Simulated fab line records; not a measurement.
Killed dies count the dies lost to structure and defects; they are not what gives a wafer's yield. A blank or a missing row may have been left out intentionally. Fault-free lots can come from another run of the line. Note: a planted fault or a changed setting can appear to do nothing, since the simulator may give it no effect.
Matching of chambers || flow nand_harc || NHARC_A_WL_FILL_CMP_12 on cmp-03: 4 sister chambers
The step polishes, t overpolish 30 s, target thk 100 nm. 7 wafers are shown with their chamber, then 8 later ones without.

WAFERS, EACH WITH ITS CHAMBER
{"wafer": "L075.5", "chamber": 0, "motor_current_A (A)": 13.1, "time_to_endpoint_s (s)": 16}
{"wafer": "L081.2", "chamber": 3, "motor_current_A (A)": 10.4, "time_to_endpoint_s (s)": 22}
{"wafer": "L081.3", "chamber": 0, "motor_current_A (A)": 12.5, "time_to_endpoint_s (s)": 18}
{"wafer": "L083.3", "chamber": 3, "motor_current_A (A)": 10.8, "time_to_endpoint_s (s)": 23}
{"wafer": "L083.5", "chamber": 1, "motor_current_A (A)": 12.8, "time_to_endpoint_s (s)": 19}
{"wafer": "L083.6", "chamber": 2, "motor_current_A (A)": 10.9, "time_to_endpoint_s (s)": 24}
{"wafer": "L087.1", "chamber": 2, "motor_current_A (A)": 10.9, "time_to_endpoint_s (s)": 23}

WAFERS WITH NO CHAMBER GIVEN
{"wafer": "L087.3", "motor_current_A (A)": 11.1, "time_to_endpoint_s (s)": 23}
{"wafer": "L087.4", "motor_current_A (A)": 12.8, "time_to_endpoint_s (s)": 17}
{"wafer": "L095.2", "motor_current_A (A)": 11.2, "time_to_endpoint_s (s)": 25}
{"wafer": "L095.4", "motor_current_A (A)": 12.9, "time_to_endpoint_s (s)": 17}
{"wafer": "L095.5", "motor_current_A (A)": 13.8, "time_to_endpoint_s (s)": 20}
{"wafer": "L097.2", "motor_current_A (A)": 13.8, "time_to_endpoint_s (s)": 23}
{"wafer": "L097.3", "motor_current_A (A)": 11.2, "time_to_endpoint_s (s)": 25}
{"wafer": "L097.6", "motor_current_A (A)": 10.1, "time_to_endpoint_s (s)": 26}

WHICH CHAMBER EACH WENT THROUGH
{"wafer": "L087.3", "from the rows above": "can't be placed: 2 or 3", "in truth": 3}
{"wafer": "L087.4", "from the rows above": 0, "in truth": 0}
{"wafer": "L095.2", "from the rows above": "can't be placed: 2 or 3", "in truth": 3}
{"wafer": "L095.4", "from the rows above": "can't be placed: 0 or 1", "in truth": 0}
{"wafer": "L095.5", "from the rows above": "can't be placed: 1 or 0", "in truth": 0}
{"wafer": "L097.2", "from the rows above": "can't be placed: 1 or 0", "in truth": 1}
{"wafer": "L097.3", "from the rows above": "can't be placed: 2 or 3", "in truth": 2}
{"wafer": "L097.6", "from the rows above": "can't be placed: 2 or 3", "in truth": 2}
1 of 8 placed correctly. From these rows, 7 cannot be placed; in 7 the true chamber is one of the candidates. Number placed wrongly: 0.
How it was worked out, from the rows above alone: a wafer's distance from a chamber is the root of the sum, over the readings, of the square of ((its reading less the chamber's mean) divided by the reading's scatter). If the next closest chamber is less than 2 further off than the closest, the wafer can't be placed; otherwise it belongs to the closest. For every chamber, the mean is computed from those of its wafers that are shown. The scatter: take each reading less its chamber's mean, square it, sum over the shown wafers, divide by the number of wafers less the number of chambers, and take the root.
